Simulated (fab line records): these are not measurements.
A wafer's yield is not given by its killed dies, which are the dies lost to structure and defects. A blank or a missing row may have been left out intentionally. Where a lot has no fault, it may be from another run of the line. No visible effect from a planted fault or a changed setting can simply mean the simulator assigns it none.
fab line records	flow n5_finfet
record lots=8	wafers=24	last_day=18
route steps=1938 shown BEOL_M0_SAQP@677 BEOL_M0_CUTY@710 BEOL_M0@718 BEOL_M4@1111 PASSIVATION@1936
lots untouched by any fault: they come from a run of this same line in which no faults occurred
start_h: hours from the record's first day to the start of the lot's first wafer shown	wait_h: hours elapsed since this lot's preceding step	" identical to the entry in the row above	L1.1+2: one row covering several wafers at once	- no value, or no start was given	* or withheld: withheld	< > ~ a bound
route shown NAME@n: NAME is a module with steps in the file, n the number in the route of the first one	usual: mean/standard deviation of fault-free wafers	same: alike in all rows	chamber/n: place in a boat	sites: the reading at each site	_std_site: how widely they spread, as a standard deviation	_edge_site: inner sites' mean taken away from outer sites' mean	radius_mm: for every site, how far away it sits from the centre of the wafer	mask NAME#n: copy n	behind: tool/chamber where the wafer was last shaped	hold: why the lot went on hold/how many hours it stayed there/how the hold came to an end	device: whichever transistor did not switch (one of n, p or np)	end of line: the same wafers' tests at the end of the route	where a step has no rows: the recipe by itself	killed: dies lost to structure and defects at the first sort, not the wafer's yield	map: dies across one wafer; x = killed, . = not, _ = none there
set.NAME: the setting that was run; set.NAME@STEP: the one run at that earlier step	model.NAME: the simulator's own value behind a step, which no gauge read
steps of the route over a sample of lots; a table a step, a row a wafer
services: when a tool's chamber went out of use (start_h, in hours from the record's first day, below 0 if earlier), for how many hours, and the reason
## steps
# step N5_BEOL_M0_SAQP_SPACER2_ETCHBACK_27
# recipe chemistry=CHF3/O2	mode=anisotropic_etchback	target=SiO2	target_depth_a=225	time_s=11.25	pressure_mtorr=30	source_w=650	bias_w=170	Ar_flow_sccm=200	CHF3_flow_sccm=50	O2_flow_sccm=5	ion_energy_ev=200
# usual drypump_motor_current_A=5.7/0.46	oes_f_703_au=0.80/0.079	oes_product_au=0.80/0.083	rf_vpp_V=520/5.5	showerhead_plenum_p_Torr=2.42/0.09	throttle_valve_pct=18.90/0.16
lot.wafer	tool	chamber	start_h	wait_h	drypump_motor_current_A	oes_f_703_au	oes_product_au	rf_hours_counter_h	rf_vpp_V	showerhead_plenum_p_Torr	throttle_valve_pct
L731.3	rie_diel-03	1	131.45	0.3	6.0	0.74	0.74	173	512	2.31	18.87
L731.5	"	0	"	"	5.4	0.78	0.77	-	525	2.42	19.05
L731.6	"	2	"	"	6.2	0.84	0.86	-	525	2.44	18.66
L732.1	rie_diel-03	2	138.10	0.5	6.2	0.84	0.85	59	525	2.44	18.65
L732.4	"	1	"	"	6.0	0.74	0.75	175	512	2.31	18.88
L732.5	"	3	"	"	6.1	0.99	1.01	-	522	2.58	18.99
L739.2	rie_diel-03	3	178.68	0.3	6.1	0.94	0.94	15	525	2.57	18.98
L739.5	"	0	"	"	5.4	0.75	0.75	-	524	2.41	19.09
L739.6	"	1	"	"	6.0	0.74	0.73	-	512	2.30	18.90
L740.3	rie_diel-03	1	183.41	0.3	6.0	0.73	0.74	191	511	2.30	18.90
L740.4	"	3	"	"	6.1	0.93	0.93	17	522	2.57	19.01
L740.5	"	0	"	"	5.4	0.75	0.76	-	526	2.41	19.10
L742.2	rie_diel-04	2	193.38	0.3	4.8	0.73	0.72	184	520	2.49	18.71
L742.3	"	1	"	"	5.4	0.86	0.85	54	511	2.35	19.21
L742.5	"	0	"	"	6.3	0.72	0.73	-	522	2.39	18.81
L743.1	rie_diel-04	0	202.57	0.3	6.3	0.73	0.73	181	521	2.39	18.82
L743.2	"	1	"	"	5.3	0.85	0.85	56	511	2.35	19.23
L743.4	"	3	"	"	6.0	0.75	0.74	165	512	2.30	18.83
L745.3	rie_diel-05	3	211.83	0.3	5.3	0.69	0.69	241	518	2.38	18.86
L745.4	"	0	"	"	6.4	0.85	0.86	58	524	2.35	19.11
L745.6	"	2	"	"	5.5	0.85	0.86	-	527	2.53	18.76
L748.1	rie_diel-05	0	231.25	0.3	6.3	0.84	0.85	64	524	2.35	19.11
L748.2	"	3	"	"	5.3	0.68	0.69	246	519	2.38	18.88
L748.3	"	1	"	"	5.3	0.86	0.86	70	520	2.54	18.70
# step N5_BEOL_M0_SAQP_CUT_ETCH_46
# recipe chemistry=N2/H2	target=SOC	target_depth_a=1350	overetch_a=270	temp_c=40	time_s=202.5	ion_energy_ev=200	mask_material=SiARC	pressure_mtorr=30	source_w=840	bias_w=150	n2_flow_sccm=200	h2_flow_sccm=200
# usual drypump_motor_current_A=5.8/0.42	n2_flow_sccm=200.0/0.57	rf_vpp_V=524.7/2.9	showerhead_plenum_p_Torr=2.57/0.1	throttle_valve_pct=17.81/0.18
lot.wafer	tool	chamber	start_h	wait_h	drypump_motor_current_A	n2_flow_sccm	rf_hours_counter_h	rf_vpp_V	showerhead_plenum_p_Torr	throttle_valve_pct
L731.3	rie_diel-03	2	132.30	0.0	6.2	199.9	56	524.1	2.58	17.53
L731.5	"	2	"	"	6.2	199.8	-	524.8	2.58	17.51
L731.6	"	0	"	"	5.4	200.6	-	524.6	2.55	17.88
L732.1	rie_diel-03	2	139.02	0.0	6.2	200.1	59	524.8	2.58	17.53
L732.4	"	0	"	"	5.4	199.2	137	525.0	2.55	17.88
L732.5	"	3	"	"	6.1	200.4	-	530.8	2.72	17.94
L739.2	rie_diel-03	1	179.63	0.0	6.0	199.7	189	519.6	2.41	17.78
L739.5	"	2	"	"	6.2	201.1	-	526.1	2.58	17.54
L739.6	"	1	"	"	6.0	199.6	-	519.2	2.41	17.80
L740.3	rie_diel-03	0	184.12	0.0	5.4	199.7	153	524.6	2.54	17.91
L740.4	"	3	"	"	6.1	199.8	17	528.1	2.71	17.96
L740.5	"	2	"	"	6.2	199.8	-	525.2	2.58	17.52
L742.2	rie_diel-03	2	194.09	0.0	6.2	199.9	74	525.1	2.58	17.55
L742.3	"	1	"	"	6.0	200.2	194	522.2	2.41	17.80
L742.5	"	3	"	"	6.1	199.5	-	527.4	2.71	17.94
L743.1	rie_diel-03	1	203.41	0.0	6.0	199.9	197	519.4	2.41	17.82
L743.2	"	2	"	"	6.2	200.0	76	525.2	2.57	17.56
L743.4	"	3	"	"	6.1	200.2	23	528.5	2.71	17.97
L745.3	rie_diel-03	2	212.68	0.0	6.2	200.4	79	524.8	2.57	17.57
L745.4	"	1	"	"	6.0	200.2	199	519.6	2.41	17.80
L745.6	"	0	"	"	5.4	200.4	-	524.4	2.54	17.94
L748.1	rie_diel-05	1	231.96	0.0	5.4	199.6	70	527.3	2.69	17.63
L748.2	"	3	"	"	5.4	200.2	246	521.9	2.50	17.78
L748.3	"	0	"	"	6.3	200.2	64	521.7	2.48	18.11
# step N5_BEOL_M0_SAQP_ETCH_49
# recipe chemistry=CF4/O2	target_depth_a=370	target=SiO2	pressure_mtorr=40	source_w=535	bias_w=49	Ar_flow_sccm=100	cf4_flow_sccm=100	O2_flow_sccm=10	ion_energy_ev=100
# usual drypump_motor_current_A=5.7/0.47	oes_f_703_au=0.81/0.074	oes_product_au=0.81/0.073	rf_vpp_V=239.3/2.5	showerhead_plenum_p_Torr=2.23/0.081	throttle_valve_pct=15.81/0.15
lot.wafer	tool	chamber	start_h	wait_h	drypump_motor_current_A	oes_f_703_au	oes_product_au	rf_hours_counter_h	rf_vpp_V	showerhead_plenum_p_Torr	throttle_valve_pct
L731.3	rie_diel-04	1	133.04	0.3	5.4	0.89	0.87	36	234.7	2.16	16.07
L731.5	"	3	"	"	6.0	0.76	0.75	-	234.9	2.12	15.81
L731.6	"	0	"	"	6.3	0.74	0.75	-	239.2	2.20	15.78
L732.1	rie_diel-05	0	139.77	0.3	6.4	0.87	0.89	36	241.0	2.16	15.97
L732.4	"	3	"	"	5.3	0.70	0.71	218	238.3	2.19	15.83
L732.5	"	2	"	"	5.4	0.88	0.87	-	242.3	2.32	15.66
L739.2	rie_diel-04	1	180.36	0.3	5.4	0.87	0.85	50	234.5	2.15	16.10
L739.5	"	3	"	"	6.0	0.75	0.74	-	237.3	2.12	15.82
L739.6	"	2	"	"	4.7	0.74	0.74	-	240.5	2.28	15.71
L740.3	rie_diel-05	0	184.85	0.3	6.3	0.86	0.87	50	241.4	2.15	15.99
L740.4	"	2	"	"	5.4	0.86	0.85	70	241.6	2.32	15.68
L740.5	"	2	"	"	5.4	0.86	0.86	-	239.2	2.32	15.68
L742.2	rie_diel-03	1	195.41	0.3	6.0	0.73	0.74	195	235.9	2.10	15.88
L742.3	"	2	"	"	6.2	0.83	0.83	74	240.0	2.24	15.66
L742.5	"	2	"	"	6.2	0.83	0.83	-	238.4	2.24	15.66
L743.1	rie_diel-05	0	204.23	0.3	6.3	0.84	0.86	56	241.5	2.15	16.01
L743.2	"	3	"	"	5.3	0.69	0.70	238	239.0	2.18	15.86
L743.4	"	2	"	"	5.5	0.85	0.85	75	242.8	2.31	15.69
L745.3	rie_diel-03	3	213.41	0.3	6.0	0.91	0.93	25	239.9	2.35	15.91
L745.4	"	2	"	"	6.2	0.82	0.83	79	238.5	2.23	15.68
L745.6	"	2	"	"	6.2	0.81	0.83	-	240.7	2.23	15.68
L748.1	rie_diel-05	0	232.71	0.3	6.3	0.84	0.85	64	241.7	2.15	16.02
L748.2	"	2	"	"	5.4	0.84	0.84	84	241.9	2.31	15.70
L748.3	"	3	"	"	5.3	0.68	0.69	247	239.1	2.18	15.90
# step N5_BEOL_M0_CUTY_INSPECT_59
# recipe mode=adi	inspect_instrument=macro
# usual raw_defect_count=1.7/1.3
lot.wafer	tool	chamber	start_h	wait_h	raw_defect_count
L731.3	defect_inspect-01	-	133.46	0.0	3
L731.5	"	-	"	"	2
L731.6	"	-	"	"	5
L732.1	defect_inspect-01	-	140.19	0.0	0
L732.4	"	-	"	"	0
L732.5	"	-	"	"	2
L739.2	defect_inspect-01	-	180.90	0.0	4
L739.5	"	-	"	"	36
L739.6	"	-	"	"	3
L740.3	defect_inspect-01	-	185.40	0.0	5
L740.4	"	-	"	"	1
L740.5	"	-	"	"	38
L742.2	defect_inspect-01	-	195.83	0.0	2
L742.3	"	-	"	"	3
L742.5	"	-	"	"	1
L743.1	defect_inspect-02	-	204.65	0.0	2
L743.2	"	-	"	"	0
L743.4	"	-	"	"	3
L745.3	defect_inspect-02	-	213.96	0.0	1
L745.4	"	-	"	"	1
L745.6	"	-	"	"	2
L748.1	defect_inspect-02	-	233.26	0.0	3
L748.2	"	-	"	"	1
L748.3	"	-	"	"	3
# step N5_BEOL_M0_STRIP_104
# recipe chemistry=N2/H2	power_w=450	temp_c=40	pressure_mtorr=20	rf_frequency_hz=6e+07	overash_fraction=0.3	bias_power_w=7	h2_frac=0.5	n2_flow_sccm=200	h2_flow_sccm=200
# usual bias_power_w=6.998/0.023	drypump_motor_current_A=5.7/0.47	n2_flow_sccm=200.0/0.56	oes_product_au=0.80/0.085	rf_vpp_V=59.1/1.7	showerhead_plenum_p_Torr=2.55/0.087	throttle_valve_pct=23.7/0.35
lot.wafer	tool	chamber	start_h	wait_h	bias_power_w	drypump_motor_current_A	n2_flow_sccm	oes_product_au	rf_hours_counter_h	rf_vpp_V	showerhead_plenum_p_Torr	throttle_valve_pct
L731.3	rie_diel-02	0	134.57	0.0	7.007	5.5	200.1	0.69	238	57.9	2.40	23.7
L731.5	"	3	"	"	6.988	5.9	199.5	0.76	-	57.7	2.44	23.3
L731.6	"	2	"	"	7.014	6.1	200.7	0.79	-	59.0	2.67	23.5
L732.1	rie_diel-06	3	141.06	0.0	7.024	6.4	199.7	0.77	121	56.3	2.56	24.3
L732.4	"	0	"	"	6.995	5.7	199.1	0.94	11	60.3	2.49	23.5
L732.5	"	1	"	"	6.997	5.0	200.5	0.94	-	58.7	2.48	23.2
L739.2	rie_diel-01	3	182.73	0.0	7.007	6.2	199.3	0.77	130	57.1	2.65	23.7
L739.5	"	2	"	"	7.003	5.0	199.8	0.70	-	58.6	2.61	24.0
L739.6	"	1	"	"	7.005	5.6	199.7	0.85	-	60.1	2.69	23.4
L740.3	rie_diel-06	3	188.91	0.0	6.987	6.4	200.8	0.77	135	61.8	2.55	24.2
L740.4	"	2	"	"	6.989	5.5	199.3	0.74	177	59.5	2.63	24.1
L740.5	"	0	"	"	7.006	5.7	199.5	0.92	-	60.0	2.49	23.5
L742.2	rie_diel-01	1	198.10	0.0	7.015	5.6	199.1	0.82	62	61.4	2.69	23.4
L742.3	"	3	"	"	6.988	6.2	200.5	0.76	138	59.2	2.65	23.7
L742.5	"	3	"	"	7.015	6.2	200.6	0.77	-	59.2	2.65	23.7
L743.1	rie_diel-06	3	206.66	0.0	7.020	6.4	200.5	0.76	141	57.4	2.55	24.3
L743.2	"	2	"	"	7.035	5.5	200.4	0.74	183	61.4	2.63	24.1
L743.4	"	0	"	"	6.999	5.7	200.4	0.90	30	57.6	2.48	23.5
L745.3	rie_diel-01	0	214.75	0.0	7.023	5.7	199.7	0.74	194	57.6	2.41	23.9
L745.4	"	3	"	"	7.037	6.2	200.0	0.77	144	59.3	2.65	23.7
L745.6	"	3	"	"	7.008	6.2	199.1	0.74	-	58.1	2.65	23.7
L748.1	rie_diel-06	2	234.30	0.0	7.002	5.5	200.2	0.73	193	59.3	2.62	24.0
L748.2	"	3	"	"	7.014	6.4	200.3	0.76	151	60.1	2.54	24.3
L748.3	"	0	"	"	7.006	5.7	200.9	0.88	40	60.6	2.48	23.5
# step N5_BEOL_M4_RC_MEAS_101
# usual DIBL_N=36.5/1.4	DIBL_P=36.6/1.6	IOFF_N=0.160/0.024	IOFF_P=0.217/0.029	ION_N=674/8.7	ION_P=464/6.5	SS_N=71.6/0.47	SS_P=73.4/0.57	VT_N=250.0/2.5	VT_P=-250/3.1
lot.wafer	tool	chamber	start_h	wait_h	DIBL_N[mV/V]	DIBL_P[mV/V]	IOFF_N[nA/um]	IOFF_P[nA/um]	ION_N[uA/um]	ION_P[uA/um]	SS_N[mV/dec]	SS_P[mV/dec]	VT_N[mV]	VT_P[mV]
L731.3	prober-02	0	193.68	0.3	34.9	35.5	0.155	0.228	680	471	71.6	73.5	249.3	-249
L731.5	"	0	"	"	33.5	33.6	0.128	0.191	667	466	71.3	72.9	252.2	-252
L731.6	"	0	"	"	35.1	36.0	0.159	0.224	687	471	72.0	73.1	249.7	-247
L732.1	prober-01	0	195.34	0.0	37.1	37.2	0.180	0.253	687	474	71.6	73.5	247.7	-247
L732.4	"	0	"	"	36.6	36.7	0.178	0.256	675	468	71.7	72.6	247.2	-246
L732.5	"	0	"	"	36.3	36.3	0.169	0.241	684	475	71.6	73.6	244.9	-245
L739.2	prober-02	0	242.14	0.2	39.2	39.4	0.188	0.213	679	461	72.3	74.0	248.0	-251
L739.5	"	0	"	"	40.3	40.9	0.209	0.247	668	456	72.9	75.4	247.4	-249
L739.6	"	0	"	"	38.9	39.0	0.170	0.197	674	455	72.2	74.6	250.9	-254
L740.3	prober-01	0	244.15	0.3	35.7	35.4	0.134	0.212	666	469	70.7	72.5	251.2	-249
L740.4	"	0	"	"	37.9	37.3	0.174	0.239	681	465	72.1	73.1	249.5	-246
L740.5	"	0	"	"	36.0	35.4	0.140	0.210	675	468	71.0	72.9	249.9	-249
L742.2	prober-02	0	260.42	0.2	36.8	37.4	0.157	0.227	668	458	72.0	74.0	251.6	-247
L742.3	"	0	"	"	36.1	36.8	0.154	0.219	678	468	71.6	73.4	250.2	-249
L742.5	"	0	"	"	36.4	36.4	0.155	0.219	678	469	70.4	73.7	251.5	-249
L743.1	prober-01	0	263.39	0.0	39.6	40.9	0.225	0.299	692	480	72.1	74.3	245.3	-246
L743.2	"	0	"	"	37.6	37.6	0.175	0.239	680	467	71.7	73.3	248.3	-248
L743.4	"	0	"	"	34.9	34.8	0.131	0.190	664	463	70.7	73.4	250.8	-249
L745.3	prober-02	0	270.46	0.3	35.3	34.2	0.112	0.167	653	454	71.0	72.3	253.4	-255
L745.4	"	0	"	"	36.1	35.6	0.127	0.185	663	462	71.2	73.1	254.9	-252
L745.6	"	0	"	"	35.7	35.5	0.127	0.185	666	462	71.4	73.3	253.7	-252
L748.1	prober-01	0	294.50	0.0	36.0	36.0	0.152	0.212	674	466	71.5	72.5	253.1	-250
L748.2	"	0	"	"	35.5	34.9	0.131	0.190	667	456	71.3	72.5	253.4	-251
L748.3	"	0	"	"	34.7	33.0	0.125	0.175	667	465	71.0	72.0	252.4	-250
# step N5_PASSIVATION_PROBE_49
# usual defect_limited_yield=91.2/1.4	killed_at_M0_to_M3=34/9.4	killed_at_M4_up=13/5.8	killed_at_contacts=13/6.4	killed_at_front_end=41/11	killed_at_other=3.1/2.3	killed_dies=103/16	killed_open=69/12	killed_short=33/7.8	sort_bin_5_function=5.1/0.91	sort_bin_6_memory=3.3/0.63	sort_n_pass=1077/16	sort_yield_pct=91.2/1.4
# same gross_dies=1180	killed_at_back_side=0	sort_bin_4_leakage[%]=0	sort_bin_8_speed[%]=0
lot.wafer	tool	chamber	start_h	wait_h	defect_limited_yield[%]	killed_at_M0_to_M3	killed_at_M4_up	killed_at_contacts	killed_at_front_end	killed_at_other	killed_dies	killed_open	killed_short	sort_bin_5_function[%]	sort_bin_6_memory[%]	sort_n_pass	sort_yield_pct[%]
L740.3	prober-02	-	342.91	0.1	93.1	32	13	9	25	2	81	49	31	3.6	3.0	1099	93.1
L740.4	prober-02	-	342.96	0.2	89.6	35	13	8	65	2	123	73	49	5.7	4.2	1057	89.6
L740.5	prober-02	-	343.01	0.2	88.4	72	18	7	37	3	137	72	37	6.9	4.5	1043	88.4
L739.2	prober-01	-	343.46	0.1	91.9	28	12	8	45	2	95	59	35	5.1	2.7	1085	91.9
L739.5	prober-01	-	343.61	0.2	90.3	52	11	12	39	1	115	56	30	6.2	2.7	1065	90.3
L739.6	prober-01	-	343.66	0.3	94.2	10	11	9	38	0	68	42	26	3.6	1.6	1112	94.2
L743.1	prober-02	-	361.60	0.0	91.9	43	6	6	31	10	96	66	29	5.0	3.0	1084	91.9
L743.2	prober-02	-	361.65	0.1	90.8	39	17	6	43	4	109	80	28	5.1	3.9	1071	90.8
L743.4	prober-02	-	361.75	0.2	90.1	44	8	7	50	8	117	86	30	5.3	4.2	1063	90.1
L745.3	prober-01	-	426.02	0.1	90.9	28	8	6	59	6	107	72	35	5.7	3.2	1073	90.9
L745.4	prober-01	-	426.07	0.2	91.4	33	16	2	45	6	102	57	42	4.6	3.9	1078	91.4
L745.6	prober-01	-	426.17	0.3	91.3	38	10	6	45	4	103	67	32	5.3	2.6	1077	91.3
# killed by level:class
L740.3 BEOL_M0_SAQP:geometric_particle:short=8 MOL_CONTACT_COAG:geometric_particle:open=7 STI_FIN_REVEAL:geometric_particle:open=6 BEOL_M3:geometric_particle:open=6 BEOL_M1:geometric_particle:open=5 BEOL_M2:geometric_particle:open=5 GATE_CUT:geometric_particle:short=4 FIN_SAQP:geometric_particle:short=3
L740.4 FIN_SAQP:geometric_particle:short=15 STI_FIN_REVEAL:geometric_particle:open=12 BEOL_M0_SAQP:geometric_particle:open=10 FIN_SAQP:geometric_particle:open=9 BEOL_M0_SAQP:geometric_particle:short=8 MOL_CONTACT_COAG:geometric_particle:open=7 GATE_CUT:geometric_particle:open=6 DUMMY_GATE:geometric_particle:open=5
L740.5 BEOL_M0_SAQP:unspecified=28 BEOL_M3:geometric_particle:open=12 BEOL_M0_SAQP:geometric_particle:short=10 BEOL_M0_SAQP:geometric_particle:open=9 DUMMY_GATE:geometric_particle:open=8 FIN_SAQP:geometric_particle:short=7 BEOL_M2:geometric_particle:open=6 BEOL_M4:geometric_particle:open=6
L739.2 BEOL_M2:geometric_particle:open=14 STI_FIN_REVEAL:geometric_particle:open=12 FIN_SAQP:geometric_particle:short=11 GATE_CUT:geometric_particle:short=6 MOL_CONTACT_COAG:geometric_particle:open=6 FIN_SAQP:geometric_particle:open=5 BEOL_M0_SAQP:geometric_particle:short=5 BEOL_M0_SAQP:geometric_particle:open=5
L739.5 BEOL_M0_SAQP:unspecified=27 MOL_CONTACT_COAG:geometric_particle:open=8 FIN_SAQP:geometric_particle:short=7 STI_FIN_REVEAL:geometric_particle:open=7 BEOL_M2:geometric_particle:open=7 BEOL_M0_SAQP:geometric_particle:short=6 FIN_SAQP:geometric_particle:open=5 SPACER0:geometric_particle:open=4
L739.6 FIN_SAQP:geometric_particle:short=10 STI_FIN_REVEAL:geometric_particle:open=7 MOL_CONTACT_COAG:geometric_particle:open=7 FIN_SAQP:geometric_particle:open=6 BEOL_M0_SAQP:geometric_particle:short=6 GATE_CUT:geometric_particle:open=4 BEOL_M4:geometric_particle:open=4 STARTING-WAFER:geometric_particle:open=3
L743.1 BEOL_M2:geometric_particle:open=14 STI_FIN_REVEAL:geometric_particle:open=11 BEOL_M1:geometric_particle:open=10 GATE_CUT:geometric_particle:short=5 MOL_CONTACT_COAG:geometric_particle:open=5 BEOL_M0_SAQP:geometric_particle:short=5 BEOL_M3:geometric_particle:open=4 FIN_SAQP:geometric_particle:open=3
L743.2 BEOL_M2:geometric_particle:open=13 STI_FIN_REVEAL:geometric_particle:open=12 BEOL_M1:geometric_particle:open=10 BEOL_M4:geometric_particle:open=8 FIN_SAQP:geometric_particle:short=6 MOL_CONTACT_COAG:geometric_particle:open=6 GATE_CUT:geometric_particle:short=5 BEOL_M0_SAQP:geometric_particle:open=5
L743.4 STI_FIN_REVEAL:geometric_particle:open=21 BEOL_M0_SAQP:geometric_particle:open=11 BEOL_M2:geometric_particle:open=10 BEOL_M1:geometric_particle:open=9 MOL_CONTACT_COAG:geometric_particle:open=7 MIM_TOP_ETCH:geometric_particle:open=5 FIN_SAQP:geometric_particle:short=4 DUMMY_GATE:geometric_particle:open=4
L745.3 FIN_SAQP:geometric_particle:open=23 FIN_SAQP:geometric_particle:short=11 BEOL_M2:geometric_particle:open=9 STI_FIN_REVEAL:geometric_particle:open=8 BEOL_M1:geometric_particle:open=8 MOL_CONTACT_COAG:geometric_particle:open=6 DUMMY_GATE:geometric_particle:short=4 DUMMY_GATE:geometric_particle:open=4
L745.4 FIN_SAQP:geometric_particle:short=11 FIN_SAQP:geometric_particle:open=10 GATE_CUT:geometric_particle:short=7 BEOL_M0_SAQP:geometric_particle:open=7 BEOL_M2:geometric_particle:open=6 BEOL_M0_SAQP:geometric_particle:short=6 BEOL_M4:geometric_particle:open=5 BEOL_M4:geometric_particle:short=5
L745.6 FIN_SAQP:geometric_particle:open=15 BEOL_M0_SAQP:geometric_particle:open=9 BEOL_M2:geometric_particle:open=8 GATE_CUT:geometric_particle:short=7 BEOL_M0_SAQP:geometric_particle:short=6 BEOL_M1:geometric_particle:open=6 MOL_CONTACT_COAG:geometric_particle:open=5 STI_FIN_REVEAL:geometric_particle:open=4
## services
tool	chamber	start_h	hours	kind
rie_diel-06	1	112.08	-	clean
rie_diel-06	1	112.08	-	consumable_replace:focus_ring
rie_diel-06	1	112.08	16.5	scheduled_down
rie_diel-06	1	112.08	16.5	vent_cycle
rie_diel-03	3	114.50	-	clean
rie_diel-03	3	114.50	-	consumable_replace:focus_ring
rie_diel-03	3	114.50	-	consumable_replace:showerhead
rie_diel-03	3	114.50	19.1	scheduled_down
rie_diel-03	3	114.50	19.1	vent_cycle
rie_diel-06	-	152.14	4.3	pm
rie_diel-04	3	158.32	14.6	repair
rie_diel-02	-	161.27	0.4	repair
rie_diel-03	2	166.17	6.7	repair
rie_diel-02	0	168.03	-	clean
rie_diel-02	0	168.03	-	consumable_replace:focus_ring
rie_diel-01	2	185.30	17.7	repair
rie_diel-04	3	193.36	5.3	repair
rie_diel-02	1	195.81	5.5	repair
rie_diel-02	3	198.03	6.0	repair
rie_diel-04	3	210.71	1.6	repair
rie_diel-01	2	231.57	-	clean
rie_diel-01	2	231.57	-	consumable_replace:focus_ring
rie_diel-01	2	231.57	32.8	scheduled_down
rie_diel-01	2	231.57	32.8	vent_cycle
## key
first_sign step=N5_BEOL_M0_CUTY_INSPECT_59	reading=raw_defect_count	direction=up	sigmas=26	usual=1.7	struck=37
effect step=N5_PASSIVATION_PROBE_49	reading=killed_at_M0_to_M3	direction=up	sigmas=3	usual=34	struck=62
more_kills_born_at N5_BEOL_M0_SAQP_SPACER2_ETCHBACK_27@rie_diel-03=55
met_at N5_BEOL_M0_SAQP_SPACER2_ETCHBACK_27
struck_lots L739,L740
struck_wafers L739.5,L740.5
not_acting_at N5_BEOL_M0_SAQP_CUT_ETCH_46,N5_BEOL_M0_SAQP_ETCH_49,N5_BEOL_M0_STRIP_104
onset_between 131.45 178.68
fault kind=chamber_particle_source	tool=rie_diel-03	chamber=0	onset_h=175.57	steps=N5_BEOL_M0_SAQP_SPACER2_ETCHBACK_27	rate_per_visit_cm2=0.053839	end_h=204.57
